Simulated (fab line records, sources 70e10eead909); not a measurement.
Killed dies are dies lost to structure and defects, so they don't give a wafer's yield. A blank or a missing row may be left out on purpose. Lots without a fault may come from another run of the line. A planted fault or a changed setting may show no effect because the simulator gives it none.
Problem report in the 8D (eight disciplines) form, filled by code | flow nand_harc | the parts of the form that need people (team, actions taken, sign-off) are left out

1. THE PROBLEM
defect_limited_yield at NHARC_END_SORT_01 reads a mean of 38.1 % on 3 wafers of 2 lots; wafers without a fault read 90.6 % with a standard deviation of 2.6. That is -20 standard deviations from the usual mean.
First seen on wafer L172.4, day 27 07:17, on prober-01. The record holds 42 wafers of 14 lots with a number at this step. Rule for "out", or "out of limits": more than 4 standard deviations from the usual mean. The other wafers with a number count as sound.

2. WHAT IT IS AND WHAT IT IS NOT
question                    | is                                                 | is not
which readings at this step | defect_limited_yield, killed_at_array, killed_dies | killed_at_other, killed_at_periphery, killed_open, killed_short
which lots                  | L172, L173                                         | L168, L170, L179, L180, L181, L182, L183, L184, L185, L187, L188, L189
which wafers of those lots  | L172.4, L172.6, L173.2                             | L172.1, L173.4, L173.6
read on which gauges        | prober-01, prober-02                               | -
when                        | from day 27 07:17                                  | up to then (7 sound wafers); but 32 sound wafers of L173, L179, L180, L181, L182, L183, L184, L185, L187, L188, L189 came after

3. SUSPECTS, AND WHAT RULES EACH OUT
Counting: a tool at a process step up to the reading stays a suspect if it ran every lot that is out. Sound lots after the first of them don't rule it out here, since some wafers of a struck lot are sound.
- the gauge at NHARC_END_SORT_01: ruled out. The wafers that are out were read on 2 gauges (prober-01, prober-02).
- ecd_cu-01 at NHARC_A_M1_ECD_22 (material Cu, target thk 400 nm): kept. It ran every lot that is out, first L172 (day 25 16:38); its last sound lot up to then is L170 (day 24 11:57).
Left after counting: ecd_cu-01 at NHARC_A_M1_ECD_22.

4. THE CAUSE (what the simulator had put in)
Chamber particle source: ecd_cu-01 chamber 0, from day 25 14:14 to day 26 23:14, at NHARC_A_M1_ECD_22. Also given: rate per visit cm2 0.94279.
Counting left only this tool.

5. THE CHAIN OF EFFECTS, in route order
Each row: a reading whose mean over the struck wafers that have a number lies more than 3 standard deviations from the usual. Only readings for which the record gives a usual standard deviation are gone through. hours: the time from each lot's start at the first step in this table that gives one to its start at this step, as a median over the lots. sigmas: the change in usual standard deviations.
hours | step              | reading              | usual  | on struck wafers | change | sigmas
0     | NHARC_END_SORT_01 | defect_limited_yield | 90.6 % | 38.1             | -52.5  | -20
0     | NHARC_END_SORT_01 | killed_at_array      | 58     | 418              | +360   | +20
0     | NHARC_END_SORT_01 | killed_dies          | 64     | 419              | +355   | +20

6. WHAT WOULD HAVE CAUGHT IT SOONER
In this record the first reading out of limits at a measuring or inspecting step was taken at day 27 07:17, 41 hours after the fault began at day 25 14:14.
All the lots that are out (2) had begun NHARC_A_M1_ECD_22 on ecd_cu-01 by day 27 07:17. A hold on the tool at that time would have spared none of them.
